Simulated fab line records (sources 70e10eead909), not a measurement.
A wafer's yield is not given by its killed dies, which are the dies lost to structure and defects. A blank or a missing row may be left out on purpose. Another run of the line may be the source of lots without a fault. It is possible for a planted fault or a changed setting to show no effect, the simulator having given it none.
Matching of chambers :: flow nand harc :: NHARC_A_STAIRCASE_DESCUM_11 on rie diel-08 has 4 sister chambers
The step chemistry O2, time 3 s. 18 wafers are shown with their chamber, then 9 later ones without.

WAFERS WITH THEIR CHAMBER
wafer: L076.1
chamber: 1
drypump motor current A (A): 6.2
showerhead plenum p Torr (Torr): 1.93
throttle valve pct (%): 11.324

wafer: L076.3
chamber: 0
drypump motor current A (A): 4.9
showerhead plenum p Torr (Torr): 1.77
throttle valve pct (%): 11.318

wafer: L076.4
chamber: 1
drypump motor current A (A): 6.2
showerhead plenum p Torr (Torr): 1.93
throttle valve pct (%): 11.326

wafer: L082.1
chamber: 3
drypump motor current A (A): 6.2
showerhead plenum p Torr (Torr): 1.78
throttle valve pct (%): 11.306

wafer: L082.4
chamber: 1
drypump motor current A (A): 6.2
showerhead plenum p Torr (Torr): 1.92
throttle valve pct (%): 11.325

wafer: L082.5
chamber: 2
drypump motor current A (A): 5.4
showerhead plenum p Torr (Torr): 1.85
throttle valve pct (%): 11.306

wafer: L083.1
chamber: 3
drypump motor current A (A): 6.2
showerhead plenum p Torr (Torr): 1.78
throttle valve pct (%): 11.320

wafer: L083.3
chamber: 1
drypump motor current A (A): 6.2
showerhead plenum p Torr (Torr): 1.92
throttle valve pct (%): 11.316

wafer: L083.5
chamber: 2
drypump motor current A (A): 5.4
showerhead plenum p Torr (Torr): 1.85
throttle valve pct (%): 11.302

wafer: L085.2
chamber: 0
drypump motor current A (A): 4.9
showerhead plenum p Torr (Torr): 1.76
throttle valve pct (%): 11.302

wafer: L085.3
chamber: 3
drypump motor current A (A): 6.3
showerhead plenum p Torr (Torr): 1.78
throttle valve pct (%): 11.321

wafer: L085.6
chamber: 1
drypump motor current A (A): 6.2
showerhead plenum p Torr (Torr): 1.92
throttle valve pct (%): 11.315

wafer: L086.1
chamber: 0
drypump motor current A (A): 4.9
showerhead plenum p Torr (Torr): 1.76
throttle valve pct (%): 11.321

wafer: L086.3
chamber: 2
drypump motor current A (A): 5.4
showerhead plenum p Torr (Torr): 1.84
throttle valve pct (%): 11.307

wafer: L086.4
chamber: 3
drypump motor current A (A): 6.2
showerhead plenum p Torr (Torr): 1.78
throttle valve pct (%): 11.309

wafer: L089.3
chamber: 2
drypump motor current A (A): 5.4
showerhead plenum p Torr (Torr): 1.84
throttle valve pct (%): 11.312

wafer: L089.5
chamber: 1
drypump motor current A (A): 6.1
showerhead plenum p Torr (Torr): 1.91
throttle valve pct (%): 11.320

wafer: L089.6
chamber: 2
drypump motor current A (A): 5.4
showerhead plenum p Torr (Torr): 1.84
throttle valve pct (%): 11.298

SIGNATURES (means of the wafers above)
reading: drypump motor current A
chamber 0: 4.900
chamber 1: 6.183
chamber 2: 5.400
chamber 3: 6.225
scatter within a chamber: 0.0336

reading: showerhead plenum p Torr
chamber 0: 1.7633
chamber 1: 1.9217
chamber 2: 1.8440
chamber 3: 1.7800
scatter within a chamber: 0.00579

reading: throttle valve pct
chamber 0: 11.31367
chamber 1: 11.32100
chamber 2: 11.30500
chamber 3: 11.31400
scatter within a chamber: 0.00658
Rule: for a wafer and a chamber, the distance is found by dividing, reading by reading, the gap between the wafer's reading and the chamber's mean by the reading's scatter, squaring, summing and taking the root. The wafer belongs to the nearest chamber; if the next one is less than 2 further off, it can't be placed. The scatter is the square root of a quotient: the sum, over the shown wafers, of each reading's squared deviation from its chamber's mean, divided by wafers minus chambers.

WAFERS MISSING THEIR CHAMBER
wafer: L088.1
drypump motor current A (A): 5.4
showerhead plenum p Torr (Torr): 1.84
throttle valve pct (%): 11.308

wafer: L088.3
drypump motor current A (A): 4.9
showerhead plenum p Torr (Torr): 1.76
throttle valve pct (%): 11.310

wafer: L088.5
drypump motor current A (A): 5.4
showerhead plenum p Torr (Torr): 1.84
throttle valve pct (%): 11.304

wafer: L092.4
drypump motor current A (A): 4.9
showerhead plenum p Torr (Torr): 1.76
throttle valve pct (%): 11.316

wafer: L092.5
drypump motor current A (A): 5.4
showerhead plenum p Torr (Torr): 1.84
throttle valve pct (%): 11.320

wafer: L092.6
drypump motor current A (A): 6.2
showerhead plenum p Torr (Torr): 1.77
throttle valve pct (%): 11.315

wafer: L094.1
drypump motor current A (A): 5.4
showerhead plenum p Torr (Torr): 1.84
throttle valve pct (%): 11.320

wafer: L094.4
drypump motor current A (A): 6.2
showerhead plenum p Torr (Torr): 1.91
throttle valve pct (%): 11.320

wafer: L094.5
drypump motor current A (A): 5.4
showerhead plenum p Torr (Torr): 1.84
throttle valve pct (%): 11.319

CHAMBER TAKEN BY EACH
wafer: L088.1
from the rows above: 2
in truth: 2

wafer: L088.3
from the rows above: 0
in truth: 0

wafer: L088.5
from the rows above: 2
in truth: 2

wafer: L092.4
from the rows above: 0
in truth: 0

wafer: L092.5
from the rows above: 2
in truth: 2

wafer: L092.6
from the rows above: 3
in truth: 3

wafer: L094.1
from the rows above: 2
in truth: 2

wafer: L094.4
from the rows above: 1
in truth: 1

wafer: L094.5
from the rows above: 2
in truth: 2
Placed correctly: 9 of 9. Number that these rows cannot place: 0. 0 placed wrongly.
